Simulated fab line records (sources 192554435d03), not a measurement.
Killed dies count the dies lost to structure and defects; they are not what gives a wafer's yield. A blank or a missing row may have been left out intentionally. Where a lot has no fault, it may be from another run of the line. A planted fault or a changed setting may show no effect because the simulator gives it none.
Matching of chambers ; flow n5Finfet ; N5_DUMMY_GATE_CMP_04 on cmp-02: 4 sister chambers
The step polishes a-Si. 16 wafers are shown with their chamber, then 8 later ones without.

WAFERS WITH THEIR CHAMBER
wafer;chamber;motorCurrentA (A);timeToEndpointS (s)
L075.2;1;9.3;14
L075.5;1;9.4;17
L075.6;2;7.8;21
L079.1;3;9.9;10
L079.3;0;9.4;15
L079.4;1;9.1;12
L080.3;3;9.6;14
L080.4;2;7.8;17
L080.5;1;9.7;14
L081.2;1;9.5;7
L081.3;0;9.9;14
L081.5;0;9.8;13
L087.1;2;7.6;19
L087.2;0;10.2;17
L087.4;3;9.7;13
L090.1;2;7.8;15

SIGNATURES (means of the wafers above)
reading;chamber 0;chamber 1;chamber 2;chamber 3;scatter within a chamber
motorCurrentA;9.825;9.400;7.750;9.733;0.224
timeToEndpointS;14.75;12.80;18.00;12.33;2.77
Rule: for each reading, subtract the chamber's mean from the wafer's reading, divide by that reading's scatter and square the result; add these up over the readings and take the root, which gives the wafer's distance from the chamber. If the next closest chamber is less than 2 further off than the closest, the wafer can't be placed; otherwise it belongs to the closest. The scatter is the square root of a quotient: the sum, over the shown wafers, of each reading's squared deviation from its chamber's mean, divided by wafers minus chambers.

WAFERS MISSING THEIR CHAMBER
wafer;motorCurrentA (A);timeToEndpointS (s)
L090.2;10.4;9
L090.6;7.6;16
L093.1;9.5;15
L093.5;9.6;16
L093.6;10.4;13
L097.1;9.4;17
L097.4;8.8;11
L097.5;9.8;17

WHICH CHAMBER EACH ONE RAN IN
wafer;from the rows above;in truth
L090.2;can't be placed: 3 or 0 or 1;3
L090.6;2;2
L093.1;can't be placed: 1 or 3 or 0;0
L093.5;can't be placed: 0 or 3 or 1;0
L093.6;can't be placed: 0 or 3 or 1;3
L097.1;can't be placed: 1 or 0 or 3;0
L097.4;can't be placed: 1 or 3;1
L097.5;can't be placed: 0 or 3 or 1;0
Correctly placed: 1 of 8. These rows do not allow placing 7 (true chamber among the candidates in 7). Wrongly placed: 0.
